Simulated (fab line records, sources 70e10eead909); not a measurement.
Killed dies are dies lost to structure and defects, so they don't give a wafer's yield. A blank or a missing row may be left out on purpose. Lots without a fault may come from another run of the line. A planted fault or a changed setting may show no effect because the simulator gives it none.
Which tool did it? | flow nand_harc | 11 lots, 33 wafers sampled, at 6 steps of a route of 1302

WHAT THE GAUGES READ, wafer by wafer
NHARC_A_CHANNEL_HOLE_D2_CD_MEAS_10: target cd 100 nm. Usual: cd_nm 100.2 nm, standard deviation 0.43.
lot  | measured     | on        | cd_nm (nm)        | flag
L981 | day 12 23:16 | cd_sem-03 | 100.1 99.6 99.7   |
L982 | day 13 20:44 | cd_sem-03 | 101.4 100.8 100.4 |
L983 | day 13 22:46 | cd_sem-02 | 99.3 100.0 99.2   |
L990 | day 17 09:35 | cd_sem-01 | 100.4 100.9 100.6 |
L993 | day 17 20:32 | cd_sem-01 | 100.3 100.4 100.5 |
L100 | day 20 20:49 | cd_sem-03 | 100.6 100.7 99.6  |
L999 | day 20 20:58 | cd_sem-02 | 100.1 100.1 100.2 |
L102 | day 21 12:23 | cd_sem-03 | 100.1 99.5 100.3  |
L101 | day 22 11:35 | cd_sem-01 | 100.1 100.1 99.6  |
L103 | day 22 23:35 | cd_sem-03 | 99.6 99.7 100.5   |
L104 | day 22 23:46 | cd_sem-02 | 100.0 100.4 101.0 |

NHARC_A_CHANNEL_HOLE_D2_INSPECT_40. Usual: raw_defect_count 298, standard deviation 77.
lot  | measured     | on                | raw_defect_count | flag
L981 | day 13 06:39 | defect_inspect-01 | 236 301 324      |
L982 | day 14 03:49 | defect_inspect-02 | 308 309 251      |
L983 | day 14 07:59 | defect_inspect-02 | 392 299 253      |
L990 | day 17 20:16 | defect_inspect-02 | 1060 1011 1071   | OFF
L993 | day 18 05:32 | defect_inspect-02 | 1005 1256 1036   | OFF
L100 | day 21 05:55 | defect_inspect-01 | 349 244 241      |
L999 | day 21 06:13 | defect_inspect-02 | 309 331 413      |
L102 | day 21 19:28 | defect_inspect-02 | 245 269 276      |
L101 | day 22 18:39 | defect_inspect-01 | 242 272 256      |
L103 | day 23 10:49 | defect_inspect-02 | 256 276 346      |
L104 | day 23 09:56 | defect_inspect-01 | 284 268 349      |

NHARC_END_SORT_01. Usual: killed_at_array 62, standard deviation 16; killed_at_other 0.8, standard deviation 1.1; killed_at_periphery 4, standard deviation 3.2; killed_dies 67, standard deviation 16; killed_open 3.5, standard deviation 1.9; killed_short 2.1, standard deviation 1.5.
lot  | measured     | on        | killed_at_array | killed_at_other | killed_at_periphery | killed_dies | killed_open | killed_short | flag
L990 | day 29 01:47 | prober-01 | 123 130 118     | 0 1 0           | 2 3 5               | 125 134 123 | 1 3 4       | 3 2 0        | OFF
L993 | day 29 00:13 | prober-02 | 161 109 159     | 1 2 2           | 2 2 4               | 164 113 165 | 2 5 3       | 0 4 1        | OFF

WHICH TOOL RAN EACH LOT (tool, then ch and the chambers of the sampled wafers, then the start)
lot  | NHARC_A_CHANNEL_HOLE_D2_ETCH_39    | NHARC_A_CHANNEL_HOLE_D2_ETCH_20  | NHARC_A_CHANNEL_HOLE_D2_ETCH_26
L981 | rie_diel-13 ch 0,1,2, day 12 23:42 | har_etch-02 ch 0, day 13 01:05   | har_etch-02 ch 0, day 13 04:44
L982 | rie_diel-01 ch 0,1,2, day 13 21:07 | har_etch-01 ch 0,1, day 13 22:13 | har_etch-01 ch 0,1, day 14 01:53
L983 | rie_diel-01 ch 0,2,3, day 13 23:11 | har_etch-01 ch 0,1, day 14 02:32 | har_etch-01 ch 0,1, day 14 06:10
L990 | rie_diel-13 ch 1,2,3, day 17 09:59 | har_etch-01 ch 0,1, day 17 14:46 | har_etch-01 ch 0,1, day 17 18:24
L993 | rie_diel-13 ch 0,1, day 17 20:55   | har_etch-01 ch 0,1, day 17 23:58 | har_etch-01 ch 0,1, day 18 03:37
L100 | rie_diel-13 ch 1,3, day 20 21:11   | har_etch-02 ch 0,1, day 21 00:21 | har_etch-02 ch 0,1, day 21 04:00
L999 | rie_diel-01 ch 0,1, day 20 21:21   | har_etch-01 ch 0,1, day 21 00:41 | har_etch-01 ch 0,1, day 21 04:20
L102 | rie_diel-13 ch 0,1,3, day 21 12:45 | har_etch-01 ch 0,1, day 21 13:52 | har_etch-01 ch 0,1, day 21 17:32
L101 | rie_diel-13 ch 1,2, day 22 11:59   | har_etch-01 ch 0,1, day 22 13:04 | har_etch-01 ch 0,1, day 22 16:43
L103 | rie_diel-01 ch 0,3, day 22 23:56   | har_etch-01 ch 1, day 23 01:17   | har_etch-01 ch 1, day 23 08:34
L104 | rie_diel-05 ch 0,2, day 23 00:09   | har_etch-02 ch 0,1, day 23 03:48 | har_etch-02 ch 0,1, day 23 07:29
- NHARC_A_CHANNEL_HOLE_D2_ETCH_39: etches the open film in N2/H2, target depth 260 nm, time 325 s.
- NHARC_A_CHANNEL_HOLE_D2_ETCH_20: etches the open film in C4F8/O2/Ar, time 361.9 s, target depth 1600 nm.
- NHARC_A_CHANNEL_HOLE_D2_ETCH_26: etches the open film in C4F8/O2/Ar, time 224.1 s, target depth 300 nm.

WHAT THE TOOLS THEMSELVES READ (means of the sampled wafers that have a number; where no wafer has one, the mark that the record gives instead)
NHARC_A_CHANNEL_HOLE_D2_ETCH_39. Usual: drypump_motor_current_A 5.9 A, standard deviation 0.43; oes_product_au 1.000 a.u., standard deviation 0.0072; rf_vpp_V 431.3 V, standard deviation 2.3; showerhead_plenum_p_Torr 2.07 Torr, standard deviation 0.079; throttle_valve_pct 14.170 %, standard deviation 0.0099.
lot  | tool        | drypump_motor_current_A (A) | oes_product_au (a.u.) | rf_vpp_V (V) | showerhead_plenum_p_Torr (Torr) | throttle_valve_pct (%) | flag
L981 | rie_diel-13 | 5.9                         | 1.002                 | 430.4        | 2.03                            | 14.171                 |
L982 | rie_diel-01 | 5.7                         | 0.996                 | 432.3        | 2.11                            | 14.167                 |
L983 | rie_diel-01 | 5.6                         | 1.000                 | 432.1        | 2.08                            | 14.174                 |
L990 | rie_diel-13 | 5.9                         | 0.990                 | 432.0        | 2.09                            | 14.168                 |
L993 | rie_diel-13 | 5.9                         | 1.003                 | 429.1        | 1.99                            | 14.167                 |
L100 | rie_diel-13 | 5.7                         | 1.006                 | 430.8        | 2.08                            | 14.175                 |
L999 | rie_diel-01 | 6.1                         | 0.999                 | 434.3        | 2.16                            | 14.169                 |
L102 | rie_diel-13 | 5.6                         | 1.002                 | 430.1        | 2.02                            | 14.166                 |
L101 | rie_diel-13 | 6.2                         | 1.001                 | 432.4        | 2.10                            | 14.172                 |
L103 | rie_diel-01 | 5.9                         | 0.999                 | 431.6        | 2.07                            | 14.162                 |
L104 | rie_diel-05 | 6.3                         | 0.998                 | 430.9        | 2.05                            | 14.176                 |

NHARC_A_CHANNEL_HOLE_D2_ETCH_20. Usual: drypump_motor_current_A 5.85 A, standard deviation 0.12; showerhead_plenum_p_Torr 3.69 Torr, standard deviation 0.16; throttle_valve_pct 32.154 %, standard deviation 0.0096.
lot  | tool        | drypump_motor_current_A (A) | showerhead_plenum_p_Torr (Torr) | throttle_valve_pct (%) | flag
L981 | har_etch-02 | 5.91                        | 3.40                            | 32.160                 |
L982 | har_etch-01 | 5.92                        | 3.62                            | 32.151                 |
L983 | har_etch-01 | 5.88                        | 3.65                            | 32.162                 |
L990 | har_etch-01 | 5.87                        | 3.63                            | 32.166                 |
L993 | har_etch-01 | 5.87                        | 3.62                            | 32.152                 |
L100 | har_etch-02 | 5.73                        | 3.88                            | 32.150                 |
L999 | har_etch-01 | 5.87                        | 3.60                            | 32.147                 |
L102 | har_etch-01 | 5.90                        | 3.56                            | 32.154                 |
L101 | har_etch-01 | 5.88                        | 3.59                            | 32.162                 |
L103 | har_etch-01 | 5.97                        | 3.51                            | 32.158                 |
L104 | har_etch-02 | 5.70                        | 3.86                            | 32.146                 |

NHARC_A_CHANNEL_HOLE_D2_ETCH_26. Usual: drypump_motor_current_A 5.85 A, standard deviation 0.12; showerhead_plenum_p_Torr 3.73 Torr, standard deviation 0.17; throttle_valve_pct 24.585 %, standard deviation 0.0093.
lot  | tool        | drypump_motor_current_A (A) | showerhead_plenum_p_Torr (Torr) | throttle_valve_pct (%) | flag
L981 | har_etch-02 | 5.90                        | 3.43                            | 24.590                 |
L982 | har_etch-01 | 5.92                        | 3.66                            | 24.574                 |
L983 | har_etch-01 | 5.88                        | 3.70                            | 24.581                 |
L990 | har_etch-01 | 5.86                        | 3.67                            | 24.584                 |
L993 | har_etch-01 | 5.89                        | 3.66                            | 24.591                 |
L100 | har_etch-02 | 5.74                        | 3.93                            | 24.576                 |
L999 | har_etch-01 | 5.87                        | 3.64                            | 24.594                 |
L102 | har_etch-01 | 5.92                        | 3.59                            | 24.584                 |
L101 | har_etch-01 | 5.87                        | 3.63                            | 24.586                 |
L103 | har_etch-01 | 5.97                        | 3.54                            | 24.591                 |
L104 | har_etch-02 | 5.71                        | 3.91                            | 24.581                 |

THE ANSWER, worked out from the rows above alone
Rule: a lot is off if the mean of its wafers that have a number lies more than 3 standard deviations from the usual mean. A lot without any number at a reading at which 4 lots or more have one is off too. The other lots that the step has rows for count as sound. The gauges are gone through in route order, then the tools' own readings, and for those a lot's mean is taken as printed above. The first step at which some lot is off is used, and at that step the reading that is off furthest; a lot without a number counts as furthest.
Off: L990, L993, at NHARC_A_CHANNEL_HOLE_D2_INSPECT_40 (raw_defect_count).
A tool fits if, at a process step before that reading, it ran every lot that is off, and no sound lot after the first of them. The gauges at NHARC_A_CHANNEL_HOLE_D2_INSPECT_40 aren't tried: what is off there is off at NHARC_END_SORT_01 too, on other tools, and a gauge's error can't cause that. None of those tried fits.

WHAT THE SIMULATOR HAD PUT IN
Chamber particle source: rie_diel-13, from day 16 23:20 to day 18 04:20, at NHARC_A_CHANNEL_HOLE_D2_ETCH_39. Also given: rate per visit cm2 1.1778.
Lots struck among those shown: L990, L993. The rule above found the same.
